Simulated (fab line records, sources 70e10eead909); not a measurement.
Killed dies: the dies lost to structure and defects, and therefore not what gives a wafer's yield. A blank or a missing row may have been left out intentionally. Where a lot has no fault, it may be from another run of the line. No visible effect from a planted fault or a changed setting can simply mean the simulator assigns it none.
Comparing a struck lot with a sound one / flow nand harc / 15 steps out of a route of 1302
Sound: wafers L186.1, L186.3, L186.5. Wafers struck: L190.2, L190.4, L190.6. The cause is named last.
For every step that has rows: the tool of each side, followed by ch and its chambers, followed by its first start. Under that, the readings that differ: sound wafers / struck wafers / difference of the means / sigmas: that difference in standard deviations of wafers without a fault.
alike: readings with means less than 2 such deviations apart, plus words and numbers identical on both sides. not compared: withheld readings, readings lacking a value on some wafer, bounds such as >300 that could conceal the same value, and numbers that have no deviation in the record and whose values overlap.
The two part at a step that has a row with sigmas, a row that says differs or no value, or rows on one side only. Numbers that have no deviation but don't overlap get no sigmas and don't part them. A reading that every wafer of one side lacks parts them only if that side has two wafers or more.

NHARC_A_CHANNEL_HOLE_D2_ETCH_19: etches the open film in C4F8/O2/Ar, time 34.5 s.
  sound on har etch-01 ch 0,1, day 15 00:50; struck on har etch-01 ch 0,1, day 16 00:46
  alike: bias v, c4f8 flow sccm, drypump motor current A, showerhead plenum p Torr, throttle valve pct
  not compared: rf hours counter h
then, 1 step without rows for these wafers: NHARC_A_CHANNEL_HOLE_D2_ETCH_20 (etches the open film in C4F8/O2/Ar, time 361.9 s, target depth 1600 nm).
NHARC_A_CHANNEL_HOLE_D2_ETCH_21: etches the open film in C4F8/O2/Ar, time 514.3 s, target depth 1600 nm.
  sound on har etch-01 ch 0,1, day 15 01:16; struck on har etch-01 ch 0,1, day 16 01:11
  alike: c4f8 flow sccm, chamber pressure mTorr, drypump motor current A, showerhead plenum p Torr, throttle valve pct
  not compared: rf hours counter h
NHARC_A_CHANNEL_HOLE_D2_ETCH_22: etches the open film in C4F8/O2/Ar, time 666.7 s, target depth 1600 nm.
  sound on har etch-01 ch 0,1, day 15 01:41; struck on har etch-01 ch 0,1, day 16 01:37
  alike: c4f8 flow sccm, chamber pressure mTorr, drypump motor current A, showerhead plenum p Torr, throttle valve pct
  not compared: rf hours counter h
NHARC_A_CHANNEL_HOLE_D2_ETCH_23: etches the open film in C4F8/O2/Ar, time 819 s, target depth 1600 nm.
  sound on har etch-01 ch 0,1, day 15 02:16; struck on har etch-01 ch 0,1, day 16 02:12
  alike: c4f8 flow sccm, chamber pressure mTorr, drypump motor current A, showerhead plenum p Torr, throttle valve pct
  not compared: rf hours counter h
then, 7 steps without rows for these wafers: NHARC_A_CHANNEL_HOLE_D2_ETCH_24 (etches the open film in C4F8/O2/Ar, time 906.2 s, target depth 1500 nm); NHARC_A_CHANNEL_HOLE_D2_ETCH_25 (etches the open film in C4F8/O2/Ar, time 1040.2 s, target depth 1500 nm); NHARC_A_CHANNEL_HOLE_D2_ETCH_26 (etches the open film in C4F8/O2/Ar, time 224.1 s, target depth 300 nm); NHARC_A_CHANNEL_HOLE_D2_ETCH_27 (etches the open film in C4F8/O2/Ar, time 90 s, target depth 400 nm); NHARC_A_CHANNEL_HOLE_D2_STRIP_41 (strips in N2/H2); NHARC_A_CHANNEL_HOLE_D2_STRIP_42 (strips in CF4/CHF3); NHARC_A_CHANNEL_HOLE_D2_STRIP_43 (strips in O2/COS).
NHARC_A_CHANNEL_HOLE_D2_ETCH_44: etches the open film in CF4/O2, target depth 140 nm, overetch 14 nm, time 77 s.
  sound on rie diel-01 ch 0,2, day 15 06:29; struck on rie diel-02 ch 0,2, day 16 05:29
  no value came back on the struck wafers for any of 7 readings (bias w (W), cf4 flow sccm (sccm) and others); on the sound wafers bias w (W) reads 99.44 100.27 100.11
reading=model.A_CHANNEL_HOLE_D2.cd nm (nm); sound=91.81 89.23 91.62; struck=97.87 95.71 100.3; difference=+7.07; sigmas=
  not compared: rf hours counter h
NHARC_A_CHANNEL_HOLE_D2_STRIP_28: strips in O2.
  sound on rie diel-01 ch 0,2,3; struck on rie diel-02 ch 0,2,3, day 16 05:35
  alike: drypump motor current A, oes product au, rf vpp V, showerhead plenum p Torr, throttle valve pct
  not compared: rf hours counter h
-- the record jumps here: 11 days lie between the struck wafers' starts before and after (it left off in module A_CHANNEL_HOLE_D2 and takes up again in module END, whose first step shown is number 1302 of the route) --
NHARC_END_SORT_01:
  sound on prober-01 ch 0, day 26 04:55; struck on prober-02 ch 0, day 26 20:28
reading=hold; sound=- - -; struck=await dispo/0.8h/scrap await dispo/0.8h/scrap await dispo/0.8h/scrap; difference=no value on the sound wafers; sigmas=
reading=killed at array; sound=73 78 88; struck=671 667 667; difference=+589; sigmas=+35
reading=killed at other; sound=2 1 2; struck=4 7 9; difference=+5; sigmas=+3
reading=killed dies; sound=82 85 93; struck=677 677 677; difference=+590; sigmas=+35
  alike: killed at periphery, killed open, killed short

WHERE THEY PART
First at NHARC_A_CHANNEL_HOLE_D2_ETCH_44; last, within this record, at NHARC_END_SORT_01.

WHY: what the simulator had put in
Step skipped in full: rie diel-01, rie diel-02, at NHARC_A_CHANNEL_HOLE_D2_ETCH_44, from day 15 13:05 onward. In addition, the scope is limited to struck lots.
